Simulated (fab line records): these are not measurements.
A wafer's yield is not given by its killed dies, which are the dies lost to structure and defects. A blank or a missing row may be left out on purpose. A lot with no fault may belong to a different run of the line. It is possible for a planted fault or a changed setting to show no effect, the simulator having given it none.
Struck lot and sound lot, side by side + flow n5_finfet + 22 steps out of a route of 1938
Sound: these wafers, L390.1, L390.3, L390.6. Wafers struck: L387.2, L387.3, L387.5. The cause is given at the end.
Order at every step that has rows: each side's tool, ch and its chambers, its first start. Under that, the readings that differ: sound wafers + struck wafers + difference of the means + sigmas: that difference in standard deviations of wafers without a fault.
alike: same words and numbers on both sides, and readings whose means sit less than 2 such deviations apart. not compared: any withheld reading, any reading some wafer has no value for, any bound like >300 that may hide the same value, and any number with overlapping values for which the record gives no deviation.
Wherever a step has rows on one side only, a row that says differs or no value, or a row with sigmas, the two part there. Numbers that have no deviation but don't overlap get no sigmas and don't part them. A reading missing from all wafers of one side parts the sides only when that side holds two or more wafers.

first, 11 steps without rows for these wafers: N5_MOL_CONTACT_COAG_STRIP_93 (strips in N2/H2); N5_MOL_CONTACT_COAG_ETCHBACK_135 (etches SiO2 in CHF3, target depth 25 nm, time 16.7 s); N5_MOL_CONTACT_COAG_STRIP_118 (strips in CHF3); N5_MOL_CONTACT_COAG_VIA_ETCH_46 (etches SiO2 in C4F6/O2, target depth 46 nm, overetch 9.2 nm, time 40 s); N5_MOL_CONTACT_COAG_STRIP_96 (strips in N2/H2); N5_MOL_CONTACT_COAG_ETCH_47 (etches SiNx in CH3F/O2, stops on W, target depth 27 nm); N5_MOL_CONTACT_COAG_STRIP_119 (strips in N2/H2, time 30 s); N5_MOL_CONTACT_COAG_PRECLEAN_144 (cleans in alkaline clean, time 60 s); N5_MOL_CONTACT_COAG_SRD_145 (time 30 s); N5_MOL_CONTACT_COAG_COAT_62 (time 60 s, resist thk 60 nm); N5_MOL_CONTACT_COAG_COAT_63 (time 60 s, resist thk 10 nm).
N5_MOL_CONTACT_COAG_COAT_64: time 60 s, resist thk 10 nm.
  sound on litho_track-03 ch 0, day 10 23:13; struck on litho_track-04 ch 0, day 10 01:41
| reading              | sound                | struck               | difference | sigmas |
|----------------------|----------------------|----------------------|------------|--------|
| spin_speed_rpm (rpm) | 1499.4 1499.5 1501.0 | 1445.4 1445.4 1446.2 | -54.3      | -49    |
then, 7 steps without rows for these wafers: N5_MOL_CONTACT_COAG_COAT_34 (resist thk 40 nm); N5_MOL_CONTACT_COAG_EBR_36; N5_MOL_CONTACT_COAG_SOFTBAKE_35 (time 60 s); N5_MOL_CONTACT_COAG_EXPOSE_37 (exposes mask VD, defocus 0 nm); N5_MOL_CONTACT_COAG_PEB_38 (peb time 60 s); N5_MOL_CONTACT_COAG_DEVELOP_39 (develop time 30 s); N5_MOL_CONTACT_COAG_DESCUM_45 (chemistry O2, time 7 s).
N5_MOL_CONTACT_COAG_ETCH_65: etches underlayer in N2/H2, target depth 13 nm, time 10.4 s.
  sound on rie_diel-01 ch 2,3, day 10 23:54; struck on rie_diel-04 ch 0,1,2, day 10 02:15
| reading                  | sound             | struck            | difference | sigmas |
|--------------------------|-------------------|-------------------|------------|--------|
| etch_rf_on_time_s (s)    | 10.52 10.21 10.20 | 10.76 10.87 10.87 | +0.52      | +3     |
| model.etch.depth_nm (nm) | 10.04 10.05 10.06 | 10.22 10.21 10.23 | +0.17      |        |
  alike: drypump_motor_current_A, n2_flow_sccm, oes_product_au, rf_fwd_power_W, rf_vpp_V, showerhead_plenum_p_Torr, throttle_valve_pct
  not compared: rf_hours_counter_h
then, 1 step without rows for these wafers: N5_MOL_CONTACT_COAG_ETCH_66 (etches SiARC in CF4, target depth 13 nm, time 21.7 s).
-- here the record skips 5 days between the struck wafers' starts before and after, leaving off in module MOL_CONTACT_COAG and picking up in module BEOL_M4 (first step shown: number 1111 of the route) --
N5_BEOL_M4_RC_MEAS_101:
  sound on prober-02 ch 0, day 15 11:35; struck on prober-01 ch 0, day 14 23:59
  alike: DIBL_N, DIBL_P, IOFF_N, IOFF_P, ION_N, ION_P, SS_N, SS_P, VT_N, VT_P

WHERE THEY PART
Last at N5_MOL_CONTACT_COAG_ETCH_65 as far as this record goes, first at N5_MOL_CONTACT_COAG_COAT_64. Later steps at which nothing parts them and some readings are alike: N5_BEOL_M4_RC_MEAS_101.

WHY: what had been put in by the simulator
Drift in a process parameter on litho_track-04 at N5_MOL_CONTACT_COAG_COAT_64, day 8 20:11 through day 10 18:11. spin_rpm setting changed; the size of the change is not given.
